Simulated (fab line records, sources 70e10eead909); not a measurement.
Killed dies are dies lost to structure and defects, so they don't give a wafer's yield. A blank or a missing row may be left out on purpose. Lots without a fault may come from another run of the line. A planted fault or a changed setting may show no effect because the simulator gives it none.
Which tool did it? | flow nand_harc | 11 lots, 29 wafers sampled, at 6 steps of a route of 1159

WHAT THE GAUGES READ, wafer by wafer
NHARC_A_CHANNEL_HOLE_D1_INSPECT_40. Usual: raw_defect_count 63, standard deviation 15.
lot  | measured     | on                | raw_defect_count        | flag
L629 | day 9 00:40  | defect_inspect-01 | 64 42 83                |
L634 | day 9 20:59  | defect_inspect-01 | 65 42 69                |
L637 | day 10 15:17 | defect_inspect-01 | 43 71 52                |
L639 | day 10 19:27 | defect_inspect-01 | 51 70 57                |
L642 | day 11 22:50 | defect_inspect-01 | 72 54 88                |
L647 | day 13 03:52 | defect_inspect-02 | 560 545                 | OFF
L651 | day 13 14:19 | defect_inspect-01 | 58 44 70                |
L648 | day 13 16:00 | defect_inspect-01 | 590 611 572 593 624 586 | OFF
L650 | day 13 18:30 | defect_inspect-01 | 51 54 55                |
L649 | day 13 20:11 | defect_inspect-01 | 612 618                 | OFF
L652 | day 14 08:53 | defect_inspect-02 | 49 63 54                |

NHARC_END_SORT_01. Usual: killed_at_array 24, standard deviation 8.8; killed_at_other 0.7, standard deviation 0.99; killed_at_periphery 3.5, standard deviation 2.6; killed_dies 28, standard deviation 9.3; killed_open 3.2, standard deviation 1.7; killed_short 1.7, standard deviation 1.4.
lot  | measured     | on        | killed_at_array | killed_at_other | killed_at_periphery | killed_dies | killed_open | killed_short | flag
L647 | day 25 04:55 | prober-01 | 82              | 3               | 2                   | 87          | 3           | 4            | OFF
L648 | day 24 14:22 | prober-01 | 69 67 77        | 0 0 0           | 4 3 2               | 73 70 79    | 5 5 3       | 1 2 2        | OFF
L649 | day 26 13:34 | prober-01 | 82              | 0               | 1                   | 83          | 2           | 1            | OFF

WHICH TOOL RAN EACH LOT (tool, then ch and the chambers of the sampled wafers, then the start)
lot  | NHARC_A_CHANNEL_HOLE_D1_ETCH_34               | NHARC_A_CHANNEL_HOLE_D1_ETCH_21  | NHARC_A_CHANNEL_HOLE_D1_ETCH_23  | NHARC_A_CHANNEL_FILL_D1_ETCHBACK_19
L629 | rie_diel-06 ch 2,3, day 8 19:25 or earlier    | har_etch-01 ch 0,1, day 8 19:25  | har_etch-01 ch 0,1, day 8 20:25  | rie_si-04 ch 0,1,2, day 10 03:46
L634 | rie_diel-06 ch 0,2,3, day 9 15:51 or earlier  | har_etch-02 ch 0,1, day 9 15:51  | har_etch-02 ch 0,1, day 9 16:57  | rie_si-05 ch 0,1,3, day 10 20:34
L637 | rie_diel-02 ch 0,3, day 10 10:03 or earlier   | har_etch-01 ch 0,1, day 10 10:03 | har_etch-01 ch 0,1, day 10 11:07 | rie_si-05 ch 0,1,3, day 11 15:29
L639 | rie_diel-06 ch 1,3, day 10 14:14 or earlier   | har_etch-01 ch 0,1, day 10 14:14 | har_etch-01 ch 0,1, day 10 15:17 | rie_si-04 ch 0,1,3, day 11 19:14
L642 | rie_diel-02 ch 0,1,3, day 11 17:33 or earlier | har_etch-01 ch 0,1, day 11 17:33 | har_etch-01 ch 0,1, day 11 18:33 | rie_si-01 ch 1,2,3, day 13 00:44
L647 | rie_diel-12 ch 0, day 12 22:44 or earlier     | har_etch-01 ch 0, day 12 22:44   | har_etch-01 ch 0, day 12 23:50   | rie_si-05 ch 0, day 14 06:41
L651 | rie_diel-02 ch 1,2, day 13 09:06 or earlier   | har_etch-02 ch 0,1, day 13 09:06 | har_etch-02 ch 0,1, day 13 10:09 | rie_si-04 ch 2,3, day 14 15:42
L648 | rie_diel-06 ch 0,1,3, day 13 10:34 or earlier | har_etch-01 ch 0, day 13 10:34   | har_etch-01 ch 0, day 13 11:34   | rie_si-05 ch 0,2, day 14 15:42
L650 | rie_diel-02 ch 1,2, day 13 13:11 or earlier   | har_etch-02 ch 0,1, day 13 13:11 | har_etch-02 ch 0,1, day 13 14:13 | rie_si-01 ch 0,1, day 14 18:34
L649 | rie_diel-12 ch 2, day 13 14:53 or earlier     | har_etch-01 ch 0, day 13 14:53   | har_etch-01 ch 0, day 13 15:59   | rie_si-05 ch 1, day 14 18:34
L652 | rie_diel-12 ch 2,3, day 14 03:36 or earlier   | har_etch-02 ch 0,1, day 14 03:36 | har_etch-02 ch 0,1, day 14 04:37 | rie_si-05 ch 0,1, day 15 09:52
- NHARC_A_CHANNEL_HOLE_D1_ETCH_34: etches the open film in CF4/CHF3, target depth 154 nm, time 77 s.
- NHARC_A_CHANNEL_HOLE_D1_ETCH_21: etches the open film in C4F8/O2/Ar, time 514.3 s, target depth 1600 nm.
- NHARC_A_CHANNEL_HOLE_D1_ETCH_23: etches the open film in C4F8/O2/Ar, time 819 s, target depth 1600 nm.
- NHARC_A_CHANNEL_FILL_D1_ETCHBACK_19: etches the open film in HBr/Cl2, target depth 5 nm, time 1.7 s.

WHAT THE TOOLS THEMSELVES READ (means of the sampled wafers that have a number; where no wafer has one, the mark that the record gives instead)
NHARC_A_CHANNEL_HOLE_D1_ETCH_34. Usual: drypump_motor_current_A 5.9 A, standard deviation 0.43; oes_product_au 0.937 a.u., standard deviation 0.024; rf_fwd_power_W 495.9 W, standard deviation 2.1; rf_vpp_V 371.1 V, standard deviation 2.3; showerhead_plenum_p_Torr 1.59 Torr, standard deviation 0.064; throttle_valve_pct 16.803 %, standard deviation 0.0092.
lot  | tool        | drypump_motor_current_A (A) | oes_product_au (a.u.) | rf_fwd_power_W (W) | rf_vpp_V (V) | showerhead_plenum_p_Torr (Torr) | throttle_valve_pct (%) | flag
L629 | rie_diel-06 | 5.6                         | 0.920                 | 498.3              | 373.5        | 1.66                            | 16.812                 |
L634 | rie_diel-06 | 6.1                         | 0.917                 | 496.1              | 371.0        | 1.60                            | 16.793                 |
L637 | rie_diel-02 | 5.9                         | 0.919                 | 495.1              | 370.2        | 1.59                            | 16.799                 |
L639 | rie_diel-06 | 6.3                         | 0.913                 | 498.7              | 368.4        | 1.53                            | 16.798                 |
L642 | rie_diel-02 | 5.8                         | 0.965                 | 495.8              | 371.3        | 1.60                            | 16.797                 |
L647 | rie_diel-12 | 5.6                         | 0.922                 | 494.9              | 371.4        | 1.56                            | 16.791                 |
L651 | rie_diel-02 | 5.8                         | 0.921                 | 495.9              | 372.1        | 1.62                            | 16.795                 |
L648 | rie_diel-06 | 6.4                         | 0.960                 | 498.2              | 368.9        | 1.53                            | 16.809                 |
L650 | rie_diel-02 | 5.8                         | 0.912                 | 497.3              | 371.0        | 1.62                            | 16.805                 |
L649 | rie_diel-12 | 5.8                         | 0.958                 | 493.3              | 374.3        | 1.68                            | 16.809                 |
L652 | rie_diel-12 | 6.2                         | 0.918                 | 493.0              | 371.2        | 1.58                            | 16.812                 |

NHARC_A_CHANNEL_HOLE_D1_ETCH_21. Usual: drypump_motor_current_A 5.6 A, standard deviation 0.51; he_backside_leak_sccm 6.5 sccm, standard deviation 0.5; showerhead_plenum_p_Torr 3.78 Torr, standard deviation 0.11; throttle_valve_pct 32.155 %, standard deviation 0.0084.
lot  | tool        | drypump_motor_current_A (A) | he_backside_leak_sccm (sccm) | showerhead_plenum_p_Torr (Torr) | throttle_valve_pct (%) | flag
L629 | har_etch-01 | 6.1                         | 6.3                          | 3.75                            | 32.166                 |
L634 | har_etch-02 | 5.1                         | 6.2                          | 3.87                            | 32.166                 |
L637 | har_etch-01 | 6.1                         | 6.3                          | 3.74                            | 32.148                 |
L639 | har_etch-01 | 5.9                         | 6.2                          | 3.66                            | 32.152                 |
L642 | har_etch-01 | 5.9                         | 6.3                          | 3.66                            | 32.151                 |
L647 | har_etch-01 | 5.7                         | 6.9                          | 3.58                            | 32.150                 |
L651 | har_etch-02 | 5.1                         | 6.7                          | 3.84                            | 32.149                 |
L648 | har_etch-01 | 5.7                         | 6.8                          | 3.58                            | 32.149                 |
L650 | har_etch-02 | 5.1                         | 6.7                          | 3.84                            | 32.160                 |
L649 | har_etch-01 | 5.8                         | 6.6                          | 3.58                            | 32.156                 |
L652 | har_etch-02 | 5.1                         | 6.6                          | 3.84                            | 32.151                 |

NHARC_A_CHANNEL_HOLE_D1_ETCH_23. Usual: drypump_motor_current_A 5.6 A, standard deviation 0.51; he_backside_leak_sccm 6.5 sccm, standard deviation 0.39; showerhead_plenum_p_Torr 3.78 Torr, standard deviation 0.11; throttle_valve_pct 32.156 %, standard deviation 0.0092.
lot  | tool        | drypump_motor_current_A (A) | he_backside_leak_sccm (sccm) | showerhead_plenum_p_Torr (Torr) | throttle_valve_pct (%) | flag
L629 | har_etch-01 | 6.1                         | 6.2                          | 3.75                            | 32.151                 |
L634 | har_etch-02 | 5.1                         | 6.4                          | 3.87                            | 32.159                 |
L637 | har_etch-01 | 6.1                         | 6.2                          | 3.74                            | 32.148                 |
L639 | har_etch-01 | 5.9                         | 6.4                          | 3.66                            | 32.158                 |
L642 | har_etch-01 | 5.9                         | 6.4                          | 3.66                            | 32.155                 |
L647 | har_etch-01 | 5.7                         | 7.0                          | 3.58                            | 32.160                 |
L651 | har_etch-02 | 5.1                         | 6.8                          | 3.84                            | 32.152                 |
L648 | har_etch-01 | 5.7                         | 6.3                          | 3.58                            | 32.147                 |
L650 | har_etch-02 | 5.1                         | 6.5                          | 3.84                            | 32.146                 |
L649 | har_etch-01 | 5.7                         | 6.3                          | 3.58                            | 32.160                 |
L652 | har_etch-02 | 5.1                         | 6.8                          | 3.84                            | 32.153                 |

NHARC_A_CHANNEL_FILL_D1_ETCHBACK_19. Usual: drypump_motor_current_A 5.7 A, standard deviation 0.4; he_backside_leak_sccm 2.67 sccm, standard deviation 0.28; mfc_cl2_sccm 49.98 sccm, standard deviation 0.15; oes_product_au 1.000 a.u., standard deviation 0.011; rf_fwd_power_W 390.3 W, standard deviation 1.1; throttle_valve_pct 26.406 %, standard deviation 0.0081.
lot  | tool      | drypump_motor_current_A (A) | he_backside_leak_sccm (sccm) | mfc_cl2_sccm (sccm) | oes_product_au (a.u.) | rf_fwd_power_W (W) | throttle_valve_pct (%) | flag
L629 | rie_si-04 | 5.8                         | 2.44                         | 50.05               | 1.000                 | 389.7              | 26.407                 |
L634 | rie_si-05 | 5.9                         | 2.59                         | 49.99               | 1.006                 | 391.2              | 26.410                 |
L637 | rie_si-05 | 6.0                         | 2.59                         | 50.01               | 1.015                 | 389.4              | 26.404                 |
L639 | rie_si-04 | 5.6                         | 2.61                         | 50.02               | 0.996                 | 390.0              | 26.411                 |
L642 | rie_si-01 | 5.5                         | 2.79                         | 49.99               | 0.998                 | 389.9              | 26.403                 |
L647 | rie_si-05 | 6.1                         | 2.74                         | 49.74               | 1.009                 | 390.6              | 26.413                 |
L651 | rie_si-04 | 5.0                         | 2.84                         | 50.04               | 0.983                 | 389.4              | 26.407                 |
L648 | rie_si-05 | 6.1                         | 3.01                         | 49.94               | 1.001                 | 390.6              | 26.406                 |
L650 | rie_si-01 | 5.6                         | 2.68                         | 49.91               | 1.008                 | 389.3              | 26.401                 |
L649 | rie_si-05 | 5.9                         | 2.54                         | 49.98               | 0.998                 | 391.8              | 26.417                 |
L652 | rie_si-05 | 6.0                         | 2.61                         | 50.05               | 1.004                 | 390.1              | 26.400                 |

THE ANSWER, worked out from the rows above alone
Rule: a lot is off if the mean of its wafers that have a number lies more than 3 standard deviations from the usual mean. A lot without any number at a reading at which 4 lots or more have one is off too. The other lots that the step has rows for count as sound. The gauges are gone through in route order, then the tools' own readings, and for those a lot's mean is taken as printed above. The first step at which some lot is off is used, and at that step the reading that is off furthest; a lot without a number counts as furthest.
Off: L647, L648, L649, at NHARC_A_CHANNEL_HOLE_D1_INSPECT_40 (raw_defect_count).
A tool fits if, at a process step before that reading, it ran every lot that is off, and no sound lot after the first of them. The gauges at NHARC_A_CHANNEL_HOLE_D1_INSPECT_40 aren't tried: what is off there is off at NHARC_END_SORT_01 too, on other tools, and a gauge's error can't cause that. NHARC_A_CHANNEL_HOLE_D1_ETCH_34 gives no start for some lots, so the hours and the order of its lots are those of NHARC_A_CHANNEL_HOLE_D1_ETCH_21. One fits: har_etch-01 at NHARC_A_CHANNEL_HOLE_D1_ETCH_21 and NHARC_A_CHANNEL_HOLE_D1_ETCH_23. At NHARC_A_CHANNEL_HOLE_D1_ETCH_21 its last sound lot is L642 (day 11 17:33), its first lot that is off L647 (day 12 22:44): a fault that began between those two fits.

WHAT THE SIMULATOR HAD PUT IN
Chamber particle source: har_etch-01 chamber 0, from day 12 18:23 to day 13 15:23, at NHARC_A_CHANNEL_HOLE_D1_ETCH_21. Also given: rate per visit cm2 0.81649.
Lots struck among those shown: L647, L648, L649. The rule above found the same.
